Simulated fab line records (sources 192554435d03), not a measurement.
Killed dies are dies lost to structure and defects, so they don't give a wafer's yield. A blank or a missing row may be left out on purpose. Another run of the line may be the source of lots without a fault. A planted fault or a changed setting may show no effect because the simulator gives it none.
Matching of chambers ; flow n5_finfet ; N5_SD_EPI_N_ETCH_34 on rie_diel-05: 4 sister chambers
The step etches SiARC in CF4, target depth 45.5 nm, time 75.8 s. 30 wafers are shown with their chamber, then 12 later ones without.

## WAFERS WITH THEIR CHAMBER
wafer;chamber;showerhead_plenum_p_Torr (Torr);throttle_valve_pct (%);oes_product_au (a.u.)
L076.3;0;2.21;15.73;0.62
L076.5;1;2.22;15.50;0.65
L076.6;0;2.21;15.70;0.61
L078.1;0;2.21;15.70;0.60
L078.2;3;2.27;15.31;0.76
L078.3;2;2.05;15.57;0.68
L078.4;0;2.21;15.72;0.61
L078.5;2;2.05;15.56;0.68
L078.6;3;2.27;15.31;0.74
L080.2;2;2.05;15.57;0.68
L080.5;0;2.21;15.75;0.60
L080.6;3;2.27;15.31;0.74
L082.1;3;2.27;15.32;0.74
L082.2;0;2.21;15.72;0.60
L082.3;1;2.22;15.51;0.64
L082.4;2;2.05;15.59;0.68
L082.5;3;2.27;15.32;0.74
L082.6;2;2.05;15.58;0.68
L083.1;2;2.04;15.60;0.67
L083.3;0;2.21;15.75;0.60
L083.4;3;2.27;15.33;0.74
L084.1;3;2.27;15.33;0.73
L084.2;0;2.21;15.76;0.60
L084.3;2;2.04;15.61;0.68
L084.4;1;2.22;15.53;0.63
L084.5;0;2.21;15.75;0.60
L084.6;3;2.27;15.34;0.73
L086.4;3;2.26;15.34;0.73
L086.5;3;2.26;15.35;0.72
L086.6;2;2.04;15.62;0.66

SIGNATURES (means of the wafers above)
reading;chamber 0;chamber 1;chamber 2;chamber 3;scatter within a chamber
showerhead_plenum_p_Torr;2.2100;2.2200;2.0462;2.2680;0.00366
throttle_valve_pct;15.7311;15.5133;15.5875;15.3260;0.0192
oes_product_au;0.6044;0.6400;0.6763;0.7370;0.00881
Rule: distance of a wafer from a chamber = root of the sum over the readings of ((wafer's reading minus chamber's mean) / reading's scatter) squared. If the next closest chamber is less than 2 further off than the closest, the wafer can't be placed; otherwise it belongs to the closest. The scatter: take each reading less its chamber's mean, square it, sum over the shown wafers, divide by the number of wafers less the number of chambers, and take the root.

## WAFERS WITHOUT THEIR CHAMBER
wafer;showerhead_plenum_p_Torr (Torr);throttle_valve_pct (%);oes_product_au (a.u.)
L088.2;2.21;15.54;0.63
L088.4;2.20;15.78;0.59
L088.6;2.21;15.56;0.63
L093.1;2.04;15.63;0.66
L093.2;2.26;15.36;0.71
L093.5;2.04;15.65;0.67
L094.1;2.20;15.80;0.58
L094.2;2.04;15.64;0.66
L094.4;2.21;15.57;0.62
L096.2;2.04;15.64;0.66
L096.3;2.26;15.38;0.71
L096.6;2.04;15.65;0.66

## CHAMBER TAKEN BY EACH
wafer;from the rows above;in truth
L088.2;1;1
L088.4;0;0
L088.6;1;1
L093.1;2;2
L093.2;3;3
L093.5;2;2
L094.1;0;0
L094.2;2;2
L094.4;1;1
L096.2;2;2
L096.3;3;3
L096.6;2;2
Correct placement for 12 of the 12. From these rows, 0 cannot be placed. Wrongly placed: 0.
